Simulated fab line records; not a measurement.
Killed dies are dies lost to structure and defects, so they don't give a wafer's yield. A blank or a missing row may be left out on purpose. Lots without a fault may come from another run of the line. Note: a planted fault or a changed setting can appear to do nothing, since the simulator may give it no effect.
Chamber matching ; flow n5 finfet ; rie si-02 running N5_PMOS_HMC_CHANNEL_EPI_ETCH_38: 4 sister chambers
The step etches SiO2 in CF4, target depth 1.5 nm. 4 wafers are shown with their chamber, then 11 later ones without.

== WAFERS, EACH WITH ITS CHAMBER ==
wafer;chamber;throttle valve pct (%)
L083.2;1;21.79
L083.3;2;21.97
L083.4;3;21.54
L085.1;0;22.09

== WAFERS WITH NO CHAMBER GIVEN ==
wafer;throttle valve pct (%)
L085.2;21.79
L085.3;21.96
L086.1;22.08
L086.2;21.79
L086.4;21.52
L092.1;21.54
L092.2;22.09
L092.4;21.80
L095.1;22.08
L095.2;21.54
L095.6;21.55

== CHAMBER TAKEN BY EACH ==
wafer;from the rows above;in truth
L085.2;1;1
L085.3;2;2
L086.1;0;0
L086.2;1;1
L086.4;3;3
L092.1;3;3
L092.2;0;0
L092.4;1;1
L095.1;0;0
L095.2;3;3
L095.6;3;3
Placed correctly: 11 of 11. Can't be placed from these rows: 0. Wrongly placed: 0.
How it was worked out, from the rows above alone: a wafer's distance from a chamber is the root of the sum, over the readings, of the square of ((its reading less the chamber's mean) divided by the reading's scatter). The wafer belongs to the nearest chamber; if the next one is less than 2 further off, it can't be placed. A chamber's mean is the mean of its shown wafers. The scatter (one wafer shown for each chamber): square how far every hidden wafer sits from the nearest shown wafer, average those squares and take the square root.
